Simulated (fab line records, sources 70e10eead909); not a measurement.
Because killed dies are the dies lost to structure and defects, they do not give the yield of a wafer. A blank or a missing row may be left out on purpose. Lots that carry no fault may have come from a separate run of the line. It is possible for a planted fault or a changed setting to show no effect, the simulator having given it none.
Comparing a struck lot with a sound one / flow nand-harc / 15 steps out of a route of 1302
Sound: these wafers, L384.1, L384.3, L384.6. Struck: wafer L391.4 (left out: L391.1, L391.5 of the same lot, which were not struck); the cause appears at the end.
Per side, at each step with rows, come the tool, then ch with its chambers, and then its first start. Under that, the readings that differ: sound wafers / struck wafers / difference of the means / sigmas: that difference in standard deviations of wafers without a fault.
alike: readings whose means differ by less than 2 such deviations, and words and numbers that are the same on both sides. not compared: withheld readings, readings that some wafer has no value for, bounds like >300 that may hide the same value, and numbers for which the record gives no deviation and whose values overlap.
The two part at a step that has a row with sigmas, a row that says differs or no value, or rows on one side only. Numbers that have no deviation but don't overlap get no sigmas and don't part them. A reading that every wafer of one side lacks parts them only if that side has two wafers or more.

first, 1 step without rows for these wafers: NHARC_A_ONON_D1_DEP_03 (target thk 1000 nm).
NHARC_A_ONON_D1_THK_MEAS_05: measures by ellipsometry.
  sound on film-metro-01 at day 11 19:58; struck on film-metro-02 at day 14 20:34
reading=thk-nm (nm); sound=1020 1022 1020; struck=979; difference=-42; sigmas=-4
then, no rows for these wafers at 1 step: NHARC_A_ONON_D1_DEP_06 (target thk 1000 nm).
NHARC_A_ONON_D1_THK_MEAS_08: measures by ellipsometry.
  sound on film-metro-01 at day 11 20:32; struck on film-metro-02 at day 14 21:08
reading=thk-nm (nm); sound=975 976 977; struck=1004; difference=+28; sigmas=+3
then, no rows for these wafers at 1 step: NHARC_A_ONON_D1_DEP_09 (target thk 1000 nm).
NHARC_A_ONON_D1_THK_MEAS_11: measures by ellipsometry.
  sound on film-metro-01 at day 11 21:07; struck on film-metro-02 at day 14 21:43
  alike: thk-nm
then, no rows for these wafers at 1 step: NHARC_A_ONON_D1_DEP_12 (target thk 1000 nm).
NHARC_A_ONON_D1_THK_MEAS_14: measures by ellipsometry.
  sound on film-metro-02 at day 11 21:40; struck on film-metro-02 at day 14 22:17
  alike: thk-nm
then, 2 steps without rows for these wafers: NHARC_A_ONON_D1_ANNEAL_15 (time 3600 s); NHARC_A_ONON_D1_DEP_16 (target thk 1000 nm).
NHARC_A_ONON_D1_THK_MEAS_18: measures by ellipsometry.
  sound on film-metro-01 at day 12 07:13; struck on film-metro-02 at day 15 06:03
  alike: thk-nm
NHARC_A_ONON_D1_DEP_19: target thk 1000 nm.
  sound on pecvd-onon-03 ch 0, day 12 07:24; struck on pecvd-onon-03 ch 0, day 15 06:07
NHARC_A_ONON_D1_THK_MEAS_21: measures by ellipsometry.
  sound on film-metro-02 at day 12 07:55; struck on film-metro-02 at day 15 06:37
reading=thk-nm (nm); sound=1009 1008 1008; struck=619; difference=-389; sigmas=-32
then, no rows for these wafers at 1 step: NHARC_A_ONON_D1_DEP_22 (target thk 1000 nm).
-- jump in the record: it breaks off in module A_ONON_D1 and resumes in module END (first step shown: number 1302 of the route), and 17 days separate the struck wafers' starts before and after --
NHARC_END_SORT_01:
  sound on prober-02 ch 0, day 28 22:41; struck on prober-02 ch 0, day 32 05:36
reading=killed-at-array; sound=32 42 37; struck=676; difference=+639; sigmas=+32
reading=killed-dies; sound=40 45 43; struck=677; difference=+634; sigmas=+32
  alike: killed-at-other, killed-at-periphery, killed-open, killed-short

== WHERE THEY PART ==
First at NHARC_A_ONON_D1_THK_MEAS_05; last, within this record, at NHARC_END_SORT_01.

WHY: the cause the simulator had injected
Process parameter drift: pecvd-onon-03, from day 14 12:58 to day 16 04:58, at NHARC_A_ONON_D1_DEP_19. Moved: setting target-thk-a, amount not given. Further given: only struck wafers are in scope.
